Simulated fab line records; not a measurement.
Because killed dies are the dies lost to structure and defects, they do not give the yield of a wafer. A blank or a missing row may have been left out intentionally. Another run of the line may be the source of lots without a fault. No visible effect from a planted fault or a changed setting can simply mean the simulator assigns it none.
Lot-split experiment + flow n5Finfet + 21 wafers read across 7 lots, on a route 1938 steps long

== SPLIT DETAILS ==
At N5_BEOL_M4_COAT_73 (time 60 s, resist thk 5 nm), the setting spinRpm was moved away from the recipe's 1500 rpm on 6 of the 21 wafers read, by -9.3% to +6.2%. The other wafers ran this setting at the recipe's value.

== BETWEEN THE SPLIT AND THE READING: the file shows 1 step in between ==
- N5_BEOL_M4_DESCUM_16: chemistry O2, time 7 s (also split here: timeS)

== THE READING ==
etch.depthNm (the simulator's own value, which no gauge read), in nm, at N5_BEOL_M4_ETCH_74 (etches underlayer in N2/H2, target depth 6.5 nm, time 5.2 s). No usual value for it is given in the file. Here, 15 wafers ran the recipe; their average is 5.001 nm with a standard deviation of 0.0079 nm.

| wafer  | tool, chamber at the split | spinRpm as run, rpm | against the recipe | etch.depthNm, nm | against lot-mates on the recipe |
|--------|----------------------------|---------------------|--------------------|------------------|---------------------------------|
| L076.1 | lithoTrack-01, 0           | 1500                | recipe             | 4.994            | -                               |
| L076.2 | lithoTrack-01, 0           | 1500                | recipe             | 5.002            | -                               |
| L076.4 | lithoTrack-01, 0           | 1500                | recipe             | 5.003            | -                               |
| L083.1 | lithoTrack-04, 0           | 1584                | +5.6%              | 4.88             | -0.136                          |
| L083.3 | lithoTrack-04, 0           | 1584                | +5.6%              | 4.878            | -0.138                          |
| L083.4 | lithoTrack-04, 0           | 1500                | recipe             | 5.016            | -                               |
| L088.3 | lithoTrack-04, 0           | 1361                | -9.3%              | 5.254            | +0.250                          |
| L088.5 | lithoTrack-04, 0           | 1500                | recipe             | 5.004            | -                               |
| L088.6 | lithoTrack-04, 0           | 1361                | -9.3%              | 5.249            | +0.245                          |
| L089.1 | lithoTrack-04, 0           | 1500                | recipe             | 4.99             | -                               |
| L089.2 | lithoTrack-04, 0           | 1500                | recipe             | 4.997            | -                               |
| L089.5 | lithoTrack-04, 0           | 1500                | recipe             | 4.998            | -                               |
| L090.1 | lithoTrack-04, 0           | 1593                | +6.2%              | 4.862            | -0.150                          |
| L090.3 | lithoTrack-04, 0           | 1593                | +6.2%              | 4.866            | -0.146                          |
| L090.4 | lithoTrack-04, 0           | 1500                | recipe             | 5.012            | -                               |
| L093.1 | lithoTrack-01, 0           | 1500                | recipe             | 4.994            | -                               |
| L093.3 | lithoTrack-01, 0           | 1500                | recipe             | 4.998            | -                               |
| L093.5 | lithoTrack-01, 0           | 1500                | recipe             | 5.016            | -                               |
| L096.1 | lithoTrack-01, 0           | 1500                | recipe             | 4.993            | -                               |
| L096.2 | lithoTrack-01, 0           | 1500                | recipe             | 4.997            | -                               |
| L096.3 | lithoTrack-01, 0           | 1500                | recipe             | 5.005            | -                               |

FIT RESULTS
A straight line over all 21 wafers: etch.depthNm changes by -0.0248 nm for each +1% of spinRpm; r = -0.99; the points scatter about the line by 0.011 nm.
The same after taking each lot's own level away (the mean of its wafers on the recipe; 21 wafers): -0.0256 nm for each +1%; r = -1.00; scatter 0.0066 nm.
On that fit, the largest move of spinRpm shifts the reading by 0.24 nm.
Measured against the standard deviation above, the lots' own levels, which go from 4.9950 to 5.0160 nm, span 2.7 times it.
The two slopes are in agreement: the lot-to-lot level therefore moves the slope only a little.
Check: with one of the wafers moved furthest among these (-9.3%) left out of the fit, the line predicts +0.235 nm for it against its lot-mates. It came out at +0.25 nm against them.

== ADDITIONAL SPLITS CARRIED BY THESE WAFERS ==
These wafers also went through other splits before the reading. Each is held against what the fit with the lots' levels taken away leaves over:
| other split on the same wafers   | wafers away from the commonest value | r with etch.depthNm (lot level and that fit taken away) |
|----------------------------------|--------------------------------------|---------------------------------------------------------|
| N5_BEOL_M0_CUTY_EXPOSE_54 doseMj | 9                                    | -0.18                                                   |
| N5_BEOL_M0_CUTY_ETCH_63 timeS    | 9                                    | -0.12                                                   |
| N5_BEOL_M1_EXPOSE_25 doseMj      | 6                                    | +0.05                                                   |
| N5_BEOL_M2_SPUTTER_88 timeS      | 6                                    | -0.11                                                   |
| N5_BEOL_M3_ETCH_64 timeS         | 5                                    | +0.30                                                   |
| N5_BEOL_M3_COAT_76 spinRpm       | 7                                    | -0.16                                                   |
| N5_BEOL_M4_DESCUM_16 timeS       | 6                                    | -0.58                                                   |

== FILE'S OWN FIT ==
etch.depthNm changes by -0.0255 nm for each +1% of spinRpm, r = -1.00.
